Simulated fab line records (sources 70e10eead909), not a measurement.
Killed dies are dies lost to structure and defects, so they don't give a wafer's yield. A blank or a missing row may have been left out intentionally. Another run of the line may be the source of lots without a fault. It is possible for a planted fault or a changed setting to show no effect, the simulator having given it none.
Code-filled problem report in 8D (eight disciplines) form | flow nand harc | the parts of the form that need people (team, actions taken, sign-off) are left out

## 1. WHAT WENT WRONG
At NHARC_THIN_TSV_CD_MEAS_12, cd nm averages 1011.2 nm over 9 wafers from 3 lots, while fault-free wafers read 998.9 nm, standard deviation 1.7. That puts it +7.2 standard deviations away from the usual mean.
The step: target cd 1000 nm.
Seen first at day 29 14:28 on cd sem-01, wafer L788.2. At this step, 33 wafers from 11 lots have a number in the record. Rule for "out" (also "out of limits"): further than 4 standard deviations from the usual mean. All remaining wafers that have a number are taken as sound.

## 2. WHAT THIS IS AND IS NOT
question                    | is                              | is not
which readings at this step | cd nm                           | -
which lots                  | L788, L791, L793                | L775, L776, L777, L778, L781, L796, L797, L798
which wafers of those lots  | all that have a number          | -
read on which gauges        | cd sem-01, cd sem-02, cd sem-03 | -
when                        | from day 29 14:28               | up to then (15 sound wafers); but 9 sound wafers of L796, L797, L798 came after

## 3. THE SUSPECTS, EACH WITH WHAT RULES IT OUT
Counting: a tool stays on the suspect list if, at a process step up to the reading, it processed all lots that are out and no sound lot following the first of them.
- the gauge at NHARC_THIN_TSV_CD_MEAS_12 has been ruled out. The wafers that are out were read on 3 gauges (cd sem-01, cd sem-02, cd sem-03).
- pvd sputter-01 at NHARC_A_BONDPAD_PRE_CLEAN_26 (time 30 s): ruled out as a lasting fault. Sound lots L797 ran on it after its first lot that is out, L788 (day 28 23:54). Because NHARC_A_BONDPAD_PRE_CLEAN_26 lacks a start for some lots, the hours and order of its lots are taken from NHARC_A_BONDPAD_ANNEAL_28.
- krf scanner-03 at NHARC_THIN_TSV_EXPOSE_09 (exposes mask TSV): kept. It processed each lot that is out, first L788 at day 29 14:18, and no sound lot thereafter; up to then, the last sound lot it processed was L777 at day 24 11:01. Its own exposure dose mJ cm2 readings are out on those wafers.
Left after counting: krf scanner-03 at NHARC_THIN_TSV_EXPOSE_09.

## 4. THE CAUSE (what the simulator had put in)
Process parameters drifting: krf scanner-03 at NHARC_THIN_TSV_EXPOSE_09, beginning at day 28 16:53. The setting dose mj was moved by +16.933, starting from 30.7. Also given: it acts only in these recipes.
The count eliminated every tool but this one.

## 5. THE CHAIN OF EFFECTS, in route order
Each row: a reading whose mean over the struck wafers that have a number lies more than 3 standard deviations from the usual. Scope: only readings with a usual standard deviation given in the record; hours: median across lots of the time from each lot's start at the first step in this table that gives one to its start at this step; sigmas: change in usual standard deviations.
hours | step                      | reading              | usual     | on struck wafers | change | sigmas
0     | NHARC_THIN_TSV_EXPOSE_09  | exposure dose mJ cm2 | 30.68     | 45.58            | +14.90 | +99 or more
0     | NHARC_THIN_TSV_CD_MEAS_12 | cd nm                | 998.9 nm  | 1011.2           | +12.3  | +7.2
8     | NHARC_THIN_TSV_CD_MEAS_37 | cd nm                | 4997.9 nm | 5010.7           | +12.8  | +5.5
Here are the process steps it includes:
- NHARC_THIN_TSV_EXPOSE_09: exposes mask TSV.
At these later measuring or inspecting steps, every struck wafer for which the step has a row has a number for every such reading, and none has moved that far: NHARC_END_SORT_01.

## 6. HOW IT WOULD HAVE BEEN CAUGHT EARLIER
22 hours passed between the start of the fault at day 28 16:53 and the first reading out of limits at a measuring or inspecting step in this record, taken at day 29 14:28.
The tool's own readings at NHARC_THIN_TSV_EXPOSE_09 were out on every struck wafer that the step has a row for (exposure dose mJ cm2): an alarm limit on them would have fired on the first of those.
Among the 3 lots that are out, L791, L793 began NHARC_THIN_TSV_EXPOSE_09 on krf scanner-03 after day 29 14:28. A hold on the tool at that time would have spared those 2.
